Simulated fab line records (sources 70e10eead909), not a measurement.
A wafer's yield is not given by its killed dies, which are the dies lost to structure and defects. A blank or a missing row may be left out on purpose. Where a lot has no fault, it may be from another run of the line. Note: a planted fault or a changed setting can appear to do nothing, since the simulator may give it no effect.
Comparing a struck lot with a sound one | flow nandHarc | 15 steps out of a route of 1159
Sound: the wafers L162.1, L162.2, L162.4. Struck: wafers L172.1, L172.5 (left out: L172.3, a lot-mate that was not struck); the cause follows at the end.
Per side, at each step with rows, come the tool, then ch with its chambers, and then its first start. Under that, the readings that differ: sound wafers | struck wafers | difference of the means | sigmas: that difference in standard deviations of wafers without a fault.
alike: readings whose means differ by less than 2 such deviations, and words and numbers that are the same on both sides. not compared: withheld readings, readings that some wafer has no value for, bounds like >300 that may hide the same value, and numbers for which the record gives no deviation and whose values overlap.
The two part at a step that has a row with sigmas, a row that says differs or no value, or rows on one side only. Numbers that don't overlap but have no deviation are shown without sigmas and don't part them. A reading missing from all wafers of one side parts the sides only when that side holds two or more wafers.

first, 8 steps without rows for these wafers: NHARC_A_CHANNEL_HOLE_D1_COAT_36 (time 75 s); NHARC_A_CHANNEL_HOLE_D1_COAT_37 (time 65 s); NHARC_A_CHANNEL_HOLE_D1_COAT_04 (resist thk 90 nm); NHARC_A_CHANNEL_HOLE_D1_SOFTBAKE_05 (time 55 s); NHARC_A_CHANNEL_HOLE_D1_EBR_06; NHARC_A_CHANNEL_HOLE_D1_EXPOSE_07 (exposes mask HOLE D1, target cd 100 nm); NHARC_A_CHANNEL_HOLE_D1_PEB_08 (peb time 65 s); NHARC_A_CHANNEL_HOLE_D1_DEVELOP_09 (develop time 35 s).
NHARC_A_CHANNEL_HOLE_D1_CD_MEAS_10: target cd 100 nm.
  sound on cdSem-01 ch 0, day 8 22:02; struck on cdSem-01 ch 0, day 10 21:25
  alike: cdNm
NHARC_A_CHANNEL_HOLE_D1_OVL_MEAS_11:
  sound on overlay-01, day 8 22:07; struck on overlay-01, day 10 21:31
  alike: overlayXNm, overlayYNm
NHARC_A_CHANNEL_HOLE_D1_INSPECT_12:
  sound on defectInspect-01, day 8 22:10; struck on defectInspect-02, day 10 21:34
  alike: rawDefectCount
NHARC_A_CHANNEL_HOLE_D1_DESCUM_15: chemistry O2, time 3 s.
  sound on rieDiel-13 ch 1,2,3, day 8 22:13; struck on rieDiel-12 ch 0,1, day 10 21:38
  alike: drypumpMotorCurrentA, oesProductAu, rfVppV, showerheadPlenumPTorr, throttleValvePct
  not compared: rfHoursCounterH
NHARC_A_CHANNEL_HOLE_D1_ETCH_38: etches the open film in CF4, target depth 39 nm, time 65 s.
  sound on rieDiel-13 ch 0,2,3, day 8 22:19; struck on rieDiel-12 ch 0,3, day 10 21:43
reading        | sound          | struck    | difference | sigmas
runLengthS (s) | 86.4 85.9 85.7 | 70.4 69.6 | -16.0      | -33
  alike: drypumpMotorCurrentA, oesProductAu, rfVppV, showerheadPlenumPTorr, throttleValvePct
  not compared: rfHoursCounterH
NHARC_A_CHANNEL_HOLE_D1_ETCH_39: etches the open film in N2/H2, target depth 260 nm, time 325 s.
  sound on rieDiel-13 ch 1,2,3; struck on rieDiel-12 ch 0,3
reading              | sound                | struck        | difference | sigmas
throttleValvePct (%) | 14.159 14.166 14.172 | 14.200 14.172 | +0.020     | +2
  alike: drypumpMotorCurrentA, oesProductAu, rfVppV, runLengthS, showerheadPlenumPTorr
  not compared: rfHoursCounterH
-- record jumps: 11 days between struck wafers' starts before vs after; left off in module A_CHANNEL_HOLE_D1, resumes in module END, first step shown is number 1159 of the route --
NHARC_END_SORT_01:
  only the struck wafers appear in the record here, on prober-02 ch 0 at day 22 03:31; the sound ones have no rows

WHERE THEY PART
First at NHARC_A_CHANNEL_HOLE_D1_ETCH_38; last, within this record, at NHARC_END_SORT_01.

WHY: what had been put in by the simulator
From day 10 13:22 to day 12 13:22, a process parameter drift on rieDiel-12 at NHARC_A_CHANNEL_HOLE_D1_ETCH_38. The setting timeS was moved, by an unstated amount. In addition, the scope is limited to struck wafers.
